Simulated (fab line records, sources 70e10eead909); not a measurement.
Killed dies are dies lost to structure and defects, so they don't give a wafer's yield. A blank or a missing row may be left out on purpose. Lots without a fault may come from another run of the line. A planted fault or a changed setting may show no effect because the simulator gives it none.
Chamber matching | flow nand_harc | NHARC_A_CHANNEL_FILL_D2_ALD_02 on ald_hk-02: 4 sister chambers
The step deposits SiO2, target thk 6 nm, pulse time 10 s, ald cycles 60. 30 wafers are shown with their chamber, then 12 later ones without.

WAFERS WITH THEIR CHAMBER
wafer  | chamber | heater_power_w (W) | precursor_pulse_height_rel
L075.2 | 0       | 452                | 0.998
L075.4 | 3       | 369                | 0.988
L075.5 | 2       | 456                | 1.004
L078.1 | 1       | 501                | 0.991
L078.3 | 2       | 461                | 0.974
L078.5 | 1       | 516                | 0.964
L077.2 | 1       | 503                | 1.011
L077.3 | 2       | 458                | 1.026
L077.5 | 2       | 461                | 1.004
L077.1 | 3       | 349                | 0.978
L077.4 | 0       | 450                | 1.006
L077.6 | 1       | 517                | 1.014
L084.1 | 1       | 507                | 0.983
L084.2 | 0       | 433                | 0.984
L084.6 | 1       | 506                | 0.981
L084.3 | 3       | 377                | 0.983
L084.4 | 2       | 425                | 1.017
L084.5 | 0       | 431                | 1.018
L085.1 | 0       | 440                | 1.021
L085.2 | 2       | 429                | 1.016
L085.6 | 0       | 431                | 0.999
L087.2 | 1       | 503                | 0.989
L087.4 | 2       | 433                | 1.008
L087.6 | 3       | 378                | 0.977
L088.2 | 1       | 502                | 1.020
L088.3 | 2       | 423                | 1.017
L088.4 | 3       | 377                | 0.971
L089.1 | 3       | 379                | 1.028
L089.2 | 0       | 440                | 1.005
L089.5 | 0       | 429                | 0.999

SIGNATURES (means of the wafers above)
reading                    | chamber 0 | chamber 1 | chamber 2 | chamber 3 | scatter within a chamber
heater_power_w             | 438.25    | 506.88    | 443.25    | 371.50    | 11.7
precursor_pulse_height_rel | 1.00375   | 0.99412   | 1.00825   | 0.98750   | 0.0169
Rule: a wafer's distance from a chamber is the root of the sum, over the readings, of the square of ((its reading less the chamber's mean) divided by the reading's scatter). The wafer belongs to the nearest chamber; if the next one is less than 2 further off, it can't be placed. The scatter: the root of (the sum of the squares of (reading less its chamber's mean) over the shown wafers, divided by (wafers less chambers)).

WAFERS WITHOUT THEIR CHAMBER
wafer  | heater_power_w (W) | precursor_pulse_height_rel
L089.3 | 418                | 0.997
L089.4 | 494                | 1.010
L089.6 | 507                | 1.000
L090.4 | 416                | 0.981
L090.5 | 388                | 1.032
L090.6 | 422                | 0.965
L093.2 | 509                | 0.994
L093.4 | 369                | 1.010
L093.5 | 431                | 1.028
L096.1 | 362                | 1.021
L096.3 | 420                | 0.995
L096.6 | 426                | 0.999

WHICH CHAMBER EACH WENT THROUGH
wafer  | from the rows above          | in truth
L089.3 | can't be placed: 0 or 2      | 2
L089.4 | 1                            | 1
L089.6 | 1                            | 1
L090.4 | can't be placed: 0 or 2 or 3 | 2
L090.5 | can't be placed: 3 or 0 or 2 | 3
L090.6 | can't be placed: 0 or 2 or 3 | 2
L093.2 | 1                            | 1
L093.4 | 3                            | 3
L093.5 | can't be placed: 0 or 2      | 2
L096.1 | 3                            | 3
L096.3 | can't be placed: 0 or 2      | 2
L096.6 | can't be placed: 0 or 2      | 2
Placed correctly: 5 of 12. Can't be placed from these rows: 7 (the true chamber is among the candidates in 7). Placed wrongly: 0.
